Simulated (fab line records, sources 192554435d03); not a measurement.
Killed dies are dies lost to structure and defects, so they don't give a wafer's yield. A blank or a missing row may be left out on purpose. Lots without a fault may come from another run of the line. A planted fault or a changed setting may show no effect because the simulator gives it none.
Split-lot experiment | flow n5_finfet | 7 lots, 39 wafers read, on a route of 1938 steps

THE SPLIT
At N5_SD_EPI_P_ETCH_16 (etches SiO2 in CHF3/O2, target depth 5 nm), the setting target_depth_a was moved away from the recipe's 50 angstrom on 15 of the 39 wafers read, by -10.0% to +8.4%. The other wafers ran this setting at the recipe's value.

The reading is taken at the split's own step.

THE READING
etch.depth_nm (the simulator's own value, which no gauge read), in nm, at N5_SD_EPI_P_ETCH_16 (etches SiO2 in CHF3/O2, target depth 5 nm). The file gives no usual value for it. The 24 wafers here that ran the recipe average 5.033 nm, standard deviation 0.086 nm.

wafer  | tool, chamber at the split | target_depth_a as run, angstrom | against the recipe | etch.depth_nm, nm | against lot-mates on the recipe
L074.1 | rie_diel-06, 2             | 50                              | recipe             | 5.202             | -
L074.2 | rie_diel-06, 0             | 54.1                            | +8.2%              | 5.355             | +0.213
L074.3 | rie_diel-06, 1             | 54.1                            | +8.2%              | 5.393             | +0.251
L074.4 | rie_diel-06, 3             | 50                              | recipe             | 5.052             | -
L074.5 | rie_diel-06, 2             | 50                              | recipe             | 5.172             | -
L074.6 | rie_diel-06, 3             | 54.1                            | +8.2%              | 5.483             | +0.341
L077.2 | rie_diel-06, 2             | 50                              | recipe             | 5.167             | -
L077.5 | rie_diel-06, 3             | 50                              | recipe             | 5.048             | -
L077.6 | rie_diel-06, 0             | 50                              | recipe             | 4.917             | -
L080.1 | rie_diel-05, 0             | 45                              | -10.0%             | 4.419             | -0.629
L080.2 | rie_diel-05, 2             | 50                              | recipe             | 5.044             | -
L080.3 | rie_diel-05, 1             | 45                              | -10.0%             | 4.553             | -0.495
L080.4 | rie_diel-05, 3             | 45                              | -10.0%             | 4.466             | -0.582
L080.5 | rie_diel-05, 1             | 50                              | recipe             | 5.067             | -
L080.6 | rie_diel-05, 2             | 50                              | recipe             | 5.032             | -
L084.1 | rie_diel-06, 0,1           | 50                              | recipe             | 4.969             | -
L084.2 | rie_diel-06, 0,1           | 50                              | recipe             | 4.969             | -
L084.3 | rie_diel-06, 3             | 50                              | recipe             | 5.023             | -
L084.4 | rie_diel-06, 2             | 50                              | recipe             | 5.094             | -
L084.5 | rie_diel-06, 3             | 50                              | recipe             | 5.022             | -
L084.6 | rie_diel-06, 2             | 50                              | recipe             | 5.143             | -
L087.1 | rie_diel-06, 3             | 50                              | recipe             | 4.904             | -
L087.2 | rie_diel-06, 1             | 50                              | recipe             | 4.889             | -
L087.3 | rie_diel-06, 2             | 53.75                           | +7.5%              | 5.409             | +0.503
L087.4 | rie_diel-06, 2             | 53.75                           | +7.5%              | 5.435             | +0.529
L087.5 | rie_diel-06, 1             | 53.75                           | +7.5%              | 5.224             | +0.318
L087.6 | rie_diel-06, 3             | 50                              | recipe             | 4.924             | -
L090.1 | rie_diel-03, 2             | 54.22                           | +8.4%              | 5.35              | +0.314
L090.2 | rie_diel-03, 1             | 50                              | recipe             | 4.988             | -
L090.3 | rie_diel-03, 0             | 50                              | recipe             | 5.1               | -
L090.4 | rie_diel-03, 3             | 54.22                           | +8.4%              | 5.435             | +0.399
L090.5 | rie_diel-03, 0             | 54.22                           | +8.4%              | 5.486             | +0.450
L090.6 | rie_diel-03, 1             | 50                              | recipe             | 5.019             | -
L095.1 | rie_diel-05, 3             | 51.77                           | +3.5%              | 5.109             | +0.090
L095.2 | rie_diel-05, 1             | 50                              | recipe             | 5.029             | -
L095.3 | rie_diel-05, 2             | 50                              | recipe             | 5.105             | -
L095.4 | rie_diel-05, 0             | 51.77                           | +3.5%              | 5.152             | +0.133
L095.5 | rie_diel-05, 0             | 50                              | recipe             | 4.924             | -
L095.6 | rie_diel-05, 1             | 51.77                           | +3.5%              | 5.208             | +0.189
Where a row lists several chambers, the file gives one row for several wafers and doesn't say which wafer went through which chamber.

THE FIT
A straight line over all 39 wafers: etch.depth_nm changes by +0.049 nm for each +1% of target_depth_a; r = +0.94; the points scatter about the line by 0.083 nm.
The same after taking each lot's own level away (the mean of its wafers on the recipe; 39 wafers): +0.0498 nm for each +1%; r = +0.95; scatter 0.081 nm.
On that fit, the largest move of target_depth_a shifts the reading by 0.5 nm.
The lots' own levels span 4.9057 to 5.1420 nm, that is 2.7 times the standard deviation above.
So the lot-to-lot level changes the slope little: the two slopes agree.
Check: with one of the wafers moved furthest among these (-10.0%) left out of the fit, the line predicts -0.489 nm for it against its lot-mates. It came out at -0.629 nm against them.

THE FILE'S OWN FIT
etch.depth_nm changes by +0.0489 nm for each +1% of target_depth_a, r = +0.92.
